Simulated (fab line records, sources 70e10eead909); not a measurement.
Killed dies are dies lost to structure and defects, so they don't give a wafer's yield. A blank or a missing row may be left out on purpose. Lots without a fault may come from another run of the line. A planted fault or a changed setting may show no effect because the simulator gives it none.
Chamber matching | flow nand_harc | NHARC_A_CHANNEL_FILL_D1_ALD_02 on ald_hk-04: 4 sister chambers
The step deposits SiO2, target thk 6 nm, pulse time 10 s, ald cycles 60. 20 wafers are shown with their chamber, then 10 later ones without.

WAFERS WITH THEIR CHAMBER
wafer  | chamber | heater_power_w (W) | precursor_pulse_height_rel
L080.1 | 2       | 460                | 0.979
L080.5 | 2       | 458                | 0.989
L080.6 | 3       | 395                | 1.006
L082.1 | 0       | 464                | 0.964
L082.3 | 1       | 454                | 1.023
L082.4 | 2       | 450                | 0.993
L084.1 | 2       | 469                | 0.996
L084.2 | 0       | 457                | 1.014
L084.6 | 2       | 456                | 1.018
L085.1 | 3       | 398                | 0.982
L085.5 | 3       | 395                | 0.994
L085.6 | 2       | 461                | 0.980
L087.2 | 2       | 443                | 1.017
L087.3 | 1       | 444                | 0.978
L087.4 | 3       | 389                | 1.014
L089.2 | 3       | 385                | 1.002
L089.4 | 0       | 476                | 0.997
L089.6 | 3       | 393                | 0.965
L092.2 | 3       | 387                | 1.018
L092.4 | 1       | 453                | 0.974

SIGNATURES (means of the wafers above)
reading                    | chamber 0 | chamber 1 | chamber 2 | chamber 3 | scatter within a chamber
heater_power_w             | 465.67    | 450.33    | 456.71    | 391.71    | 7.06
precursor_pulse_height_rel | 0.99167   | 0.99167   | 0.99600   | 0.99729   | 0.02
Rule: a wafer's distance from a chamber is the root of the sum, over the readings, of the square of ((its reading less the chamber's mean) divided by the reading's scatter). The wafer belongs to the nearest chamber; if the next one is less than 2 further off, it can't be placed. The scatter: the root of (the sum of the squares of (reading less its chamber's mean) over the shown wafers, divided by (wafers less chambers)).

WAFERS WITHOUT THEIR CHAMBER
wafer  | heater_power_w (W) | precursor_pulse_height_rel
L092.5 | 467                | 1.021
L093.2 | 453                | 1.011
L093.3 | 473                | 0.990
L093.5 | 458                | 1.000
L095.1 | 475                | 1.012
L095.4 | 385                | 1.014
L095.6 | 385                | 0.967
L097.2 | 447                | 0.994
L097.4 | 473                | 0.991
L097.5 | 395                | 1.011

WHICH CHAMBER EACH WENT THROUGH
wafer  | from the rows above          | in truth
L092.5 | can't be placed: 0 or 2 or 1 | 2
L093.2 | can't be placed: 2 or 1 or 0 | 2
L093.3 | can't be placed: 0 or 2      | 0
L093.5 | can't be placed: 2 or 0 or 1 | 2
L095.1 | can't be placed: 0 or 2 or 1 | 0
L095.4 | 3                            | 3
L095.6 | 3                            | 3
L097.2 | can't be placed: 1 or 2      | 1
L097.4 | can't be placed: 0 or 2      | 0
L097.5 | 3                            | 3
Placed correctly: 3 of 10. Can't be placed from these rows: 7 (the true chamber is among the candidates in 7). Placed wrongly: 0.
